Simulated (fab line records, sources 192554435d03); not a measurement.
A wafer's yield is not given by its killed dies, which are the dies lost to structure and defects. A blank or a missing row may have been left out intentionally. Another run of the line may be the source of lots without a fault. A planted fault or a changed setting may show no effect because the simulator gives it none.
Lot-split experiment | flow n5Finfet | 21 wafers read from 7 lots, route of 1938 steps

ABOUT THE SPLIT
At N5_BEOL_M14_DEP_53 (deposits SiCN from 3MS/NH3, target thk 50 nm, time 17.8 s), the setting timeS was moved away from the recipe's 17.8 s on 10 of the 21 wafers read, by +7.2% to +13.9%. The other wafers ran this setting at the recipe's value.

Reading taken at the split's own step.

THE READING
SiCN_of_BEOL_M14_DEP_53.thkNm (the simulator's own value, which no gauge read), in nm, at N5_BEOL_M14_DEP_53 (deposits SiCN from 3MS/NH3, target thk 50 nm, time 17.8 s). No usual value for it is given in the file. Average 49.7 nm, standard deviation 0.61 nm, over the 11 wafers here run with the recipe.

wafer  | tool, chamber at the split | timeS as run, s | against the recipe | SiCN_of_BEOL_M14_DEP_53.thkNm, nm | against lot-mates on the recipe
L077.1 | pecvd-04, 2                | 17.8            | recipe             | 48.8                              | -
L077.4 | pecvd-04, 0                | 17.8            | recipe             | 49.8                              | -
L077.5 | pecvd-04, 1                | 17.8            | recipe             | 49.4                              | -
L081.1 | pecvd-01, 0                | 17.8            | recipe             | 49.4                              | -
L081.2 | pecvd-01, 1,2              | 17.8            | recipe             | 49.2                              | -
L081.3 | pecvd-01, 1,2              | 17.8            | recipe             | 49.2                              | -
L083.1 | pecvd-01, 0                | 17.8            | recipe             | 49.8                              | -
L083.3 | pecvd-01, 2                | 19.09           | +7.2%              | 53.4                              | +3.6
L083.4 | pecvd-01, 2                | 19.09           | +7.2%              | 54.4                              | +4.6
L085.1 | pecvd-04, 1                | 17.8            | recipe             | 49.6                              | -
L085.3 | pecvd-04, 2                | 19.33           | +8.6%              | 54.2                              | +4.6
L085.4 | pecvd-04, 2                | 19.33           | +8.6%              | 54.2                              | +4.6
L096.1 | pecvd-04, 2                | 19.87           | +11.6%             | 56                                | +6.2
L096.2 | pecvd-04, 0                | 17.8            | recipe             | 49.8                              | -
L096.5 | pecvd-04, 1                | 19.87           | +11.6%             | 56.4                              | +6.6
L095.1 | pecvd-02, 0                | 17.8            | recipe             | 51                                | -
L095.5 | pecvd-02, 1                | 20.27           | +13.9%             | 57.6                              | +6.6
L095.6 | pecvd-02, 0                | 20.27           | +13.9%             | 57.8                              | +6.8
L097.3 | pecvd-04, 2                | 19.68           | +10.6%             | 54.8                              | +4.2
L097.5 | pecvd-04, 0                | 19.68           | +10.6%             | 55.6                              | +5.0
L097.6 | pecvd-04, 1                | 17.8            | recipe             | 50.6                              | -
If several chambers appear in one row, that row covers several wafers at once and the file leaves open which wafer was in which chamber.

FIT RESULTS
A straight line over all 21 wafers: SiCN_of_BEOL_M14_DEP_53.thkNm changes by +0.557 nm for each +1% of timeS; r = +0.99; the points scatter about the line by 0.54 nm.
The same after taking each lot's own level away (the mean of its wafers on the recipe; 21 wafers): +0.501 nm for each +1%; r = +0.99; scatter 0.45 nm.
On that fit, the largest move of timeS shifts the reading by 6.9 nm.
Across the lots, their own levels run from 49.27 to 51.00 nm, a range of 2.9 times the standard deviation given above.
Thus the slope moves with the lot-to-lot level: the two fits are different.
Check: for one of the wafers moved furthest among these (+13.9%), held out of the fit, the line's prediction against its lot-mates is +7.07 nm. Against them it came out at +6.6 nm.

FILE'S OWN FIT
SiCN_of_BEOL_M14_DEP_53.thkNm changes by +0.504 nm for each +1% of timeS, r = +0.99.
